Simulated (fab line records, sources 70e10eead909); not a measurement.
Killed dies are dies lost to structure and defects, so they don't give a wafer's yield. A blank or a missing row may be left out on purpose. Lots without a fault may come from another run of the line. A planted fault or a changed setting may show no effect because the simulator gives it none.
A struck lot beside a sound one | flow nand_harc | 13 steps out of a route of 1302
Sound: wafers L730.1, L730.3, L730.5. Struck: wafer L743.1. (L743.2, L743.6 of the same lot were not struck and are left out.) The cause comes at the end.
At each step with rows: each side's tool, then ch and its chambers, then its first start. Under that, the readings that differ: sound wafers | struck wafers | difference of the means | sigmas: that difference in standard deviations of wafers without a fault.
alike: readings whose means differ by less than 2 such deviations, and words and numbers that are the same on both sides. not compared: withheld readings, readings that some wafer has no value for, bounds like >300 that may hide the same value, and numbers for which the record gives no deviation and whose values overlap.
The two part at a step that has a row with sigmas, a row that says differs or no value, or rows on one side only. Numbers that don't overlap but have no deviation are shown without sigmas and don't part them. A reading that every wafer of one side lacks parts them only if that side has two wafers or more.

NHARC_A_SLIT_CD_MEAS_21:
  sound on cd_sem-03, day 21 03:33; struck on cd_sem-02, day 25 18:50
  reading    | sound             | struck | difference | sigmas
  cd_nm (nm) | 290.0 290.0 289.5 | 287.0  | -2.8       | -3
then, 3 steps without rows for these wafers: NHARC_A_SIN_REMOVE_WET_00 (chemistry H3PO4, time 15300 s); NHARC_A_SIN_REMOVE_PRECLEAN_01 (cleans in SC1); NHARC_A_SIN_REMOVE_SRD_02.
NHARC_A_SIN_REMOVE_INSPECT_04:
  sound on defect_inspect-02, day 21 10:15; struck on defect_inspect-01, day 26 01:25
  alike: raw_defect_count
NHARC_A_WL_FILL_ALD_00: deposits Al2O3, target thk 3 nm, pulse time 3 s, ald cycles 30.
  sound on ald_hk-03 ch 1,2, day 21 11:01; struck on ald_hk-02 ch 0, day 26 01:34
  alike: heater_power_w, precursor_pulse_height_rel, susceptor_temp_C
NHARC_A_WL_FILL_RTA_01: time 5 s.
  sound on rtp_anneal-02 ch 0, day 21 11:16; struck on rtp_anneal-02 ch 0, day 26 01:51
  alike: lamp_power_pct, wafer_temp_C_max
then, 1 step without rows for these wafers: NHARC_A_WL_FILL_ALD_02 (deposits TiN, target thk 2 nm, pulse time 3 s, ald cycles 100).
NHARC_A_WL_FILL_CVD_03: deposits W, target thk 40 nm, time 279 s.
  sound on cvd_w-02 ch 0,1, day 21 12:08; struck on cvd_w-02 ch 0, day 26 02:30
  alike: heater_power_w, susceptor_temp_C, throttle_valve_pct
NHARC_A_WL_FILL_ETCHBACK_04: etches the open film in NF3, target depth 60 nm, time 120 s.
  sound on rie_metal-03 ch 1, day 21 12:31; struck on rie_metal-02 ch 0, day 26 02:52
  alike: drypump_motor_current_A, he_backside_leak_sccm, oes_product_au, run_length_s
  not compared: rf_hours_counter_h
NHARC_A_WL_FILL_ETCHBACK_05: etches the open film in Cl2/BCl3, target depth 22 nm, time 60 s.
  sound on rie_metal-03 ch 0,1, day 21 12:46; struck on rie_metal-02 ch 1, day 26 03:07
  reading          | sound          | struck | difference | sigmas
  run_length_s (s) | 81.3 81.6 81.4 | 83.5   | +2.1       | +4
  alike: drypump_motor_current_A, he_backside_leak_sccm, oes_product_au
  not compared: rf_hours_counter_h
NHARC_A_WL_FILL_STRIP_27: strips in N2/H2, time 20 s.
  sound on plasma_asher-01 ch 1, day 21 12:53; struck on plasma_asher-02 ch 1, day 26 03:15
  alike: drypump_motor_current_A, heater_power_w
  not compared: rf_hours_counter_h
NHARC_END_SORT_01:
  the record has rows for the sound wafers here (prober-02 ch 0, day 25 14:31) and none for the struck ones

WHERE THEY PART
First at NHARC_A_SLIT_CD_MEAS_21; last, within this record, at NHARC_END_SORT_01.

WHY: what the simulator had put in
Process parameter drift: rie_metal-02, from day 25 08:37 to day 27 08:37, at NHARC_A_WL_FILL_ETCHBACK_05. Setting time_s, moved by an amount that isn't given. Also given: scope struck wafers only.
